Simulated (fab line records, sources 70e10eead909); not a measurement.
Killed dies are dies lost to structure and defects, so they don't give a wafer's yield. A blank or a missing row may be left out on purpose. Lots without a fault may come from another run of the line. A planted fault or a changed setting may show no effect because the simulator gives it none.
A struck lot beside a sound one | flow nand_harc | 15 steps out of a route of 1302
Sound: wafers L630.3, L630.4, L630.5. Struck: wafer L635.5. (L635.1, L635.6 of the same lot were not struck and are left out.) The cause comes at the end.
At each step with rows: each side's tool, then ch and its chambers, then its first start. Under that, the readings that differ: sound wafers | struck wafers | difference of the means | sigmas: that difference in standard deviations of wafers without a fault.
alike: readings whose means differ by less than 2 such deviations, and words and numbers that are the same on both sides. not compared: withheld readings, readings that some wafer has no value for, bounds like >300 that may hide the same value, and numbers for which the record gives no deviation and whose values overlap.
The two part at a step that has a row with sigmas, a row that says differs or no value, or rows on one side only. Numbers that don't overlap but have no deviation are shown without sigmas and don't part them. A reading that every wafer of one side lacks parts them only if that side has two wafers or more.

NHARC_A_BLC_INSPECT_12:
  sound on defect_inspect-02, day 22 18:28; struck on defect_inspect-01, day 24 08:24
  alike: raw_defect_count
NHARC_A_BLC_DESCUM_15: chemistry O2, time 3 s.
  sound on rie_diel-11 ch 1,3, day 22 18:32; struck on rie_diel-07 ch 3, day 24 08:29
  reading                         | sound          | struck | difference | sigmas
  showerhead_plenum_p_Torr (Torr) | 1.83 1.90 1.83 | 2.05   | +0.20      | +3
  alike: drypump_motor_current_A, oes_product_au, rf_vpp_V, throttle_valve_pct
  not compared: rf_hours_counter_h
NHARC_A_BLC_ETCH_16: etches the open film in CF4, target depth 39 nm, time 65 s.
  sound on rie_diel-11 ch 1,2,3, day 22 18:37; struck on rie_diel-07 ch 2, day 24 08:34
  alike: drypump_motor_current_A, oes_product_au, rf_vpp_V, showerhead_plenum_p_Torr, throttle_valve_pct
  not compared: rf_hours_counter_h
then, 2 steps without rows for these wafers: NHARC_A_BLC_ETCH_17 (etches the open film in N2/H2, target depth 390 nm, time 609.38 s); NHARC_A_BLC_ETCH_18 (etches the open film in C4F8/O2/Ar, target depth 910 nm).
NHARC_A_BLC_CD_MEAS_19:
  sound on cd_sem-02, day 22 19:30; struck on cd_sem-01, day 24 09:37
  alike: cd_nm
NHARC_A_BLC_STRIP_29: strips in CF4.
  sound on rie_diel-07 ch 0,1,3, day 22 19:35; struck on rie_diel-11 ch 3, day 24 09:43
  reading      | sound          | struck | difference | sigmas
  rf_vpp_V (V) | 60.5 60.9 60.6 | 58.1   | -2.6       | -3
  alike: drypump_motor_current_A, oes_product_au, showerhead_plenum_p_Torr, throttle_valve_pct
  not compared: rf_hours_counter_h
then, 2 steps without rows for these wafers: NHARC_A_BLC_STRIP_21 (strips in O2); NHARC_A_BLC_STRIP_22 (strips in post etch residue remover, time 600 s).
NHARC_A_BLC_DEGAS_30: time 60 s.
  sound on pvd_sputter-03, day 22 20:05; struck on pvd_sputter-01, day 24 10:13
  alike: heater_power_w
then, 2 steps without rows for these wafers: NHARC_A_BLC_PRE_CLEAN_31 (time 15 s); NHARC_A_BLC_PVD_32 (deposits Ti, target thk 5 nm, time 17.7 s).
NHARC_A_BLC_ALD_23: deposits TiN, target thk 3 nm, pulse time 1 s, ald cycles 150.
  sound on ald_metal-03 ch 0,2,3, day 22 20:20; struck on ald_metal-03 ch 1, day 24 10:27
  reading    | sound       | struck | difference | sigmas
  ald_cycles | 150 150 150 | 74     | -76        |
  alike: heater_power_outer_w, heater_power_w, precursor_pulse_height_rel
NHARC_A_BLC_CVD_24: deposits W, target thk 150 nm, time 434 s.
  sound on cvd_w-01 ch 0,1; struck on cvd_w-01 ch 1
  alike: heater_power_outer_w, heater_power_w, throttle_valve_pct
NHARC_END_SORT_01:
  sound on prober-01 ch 0, day 24 20:32; struck on prober-01 ch 0, day 26 08:44
  reading             | sound     | struck | difference | sigmas
  killed_at_array     | 95 98 78  | 671    | +581       | +22
  killed_at_periphery | 1 2 0     | 5      | +4         | +2
  killed_dies         | 97 100 78 | 677    | +585       | +21
  alike: killed_at_other, killed_open, killed_short

WHERE THEY PART
First at NHARC_A_BLC_DESCUM_15; last, within this record, at NHARC_END_SORT_01.

WHY: what the simulator had put in
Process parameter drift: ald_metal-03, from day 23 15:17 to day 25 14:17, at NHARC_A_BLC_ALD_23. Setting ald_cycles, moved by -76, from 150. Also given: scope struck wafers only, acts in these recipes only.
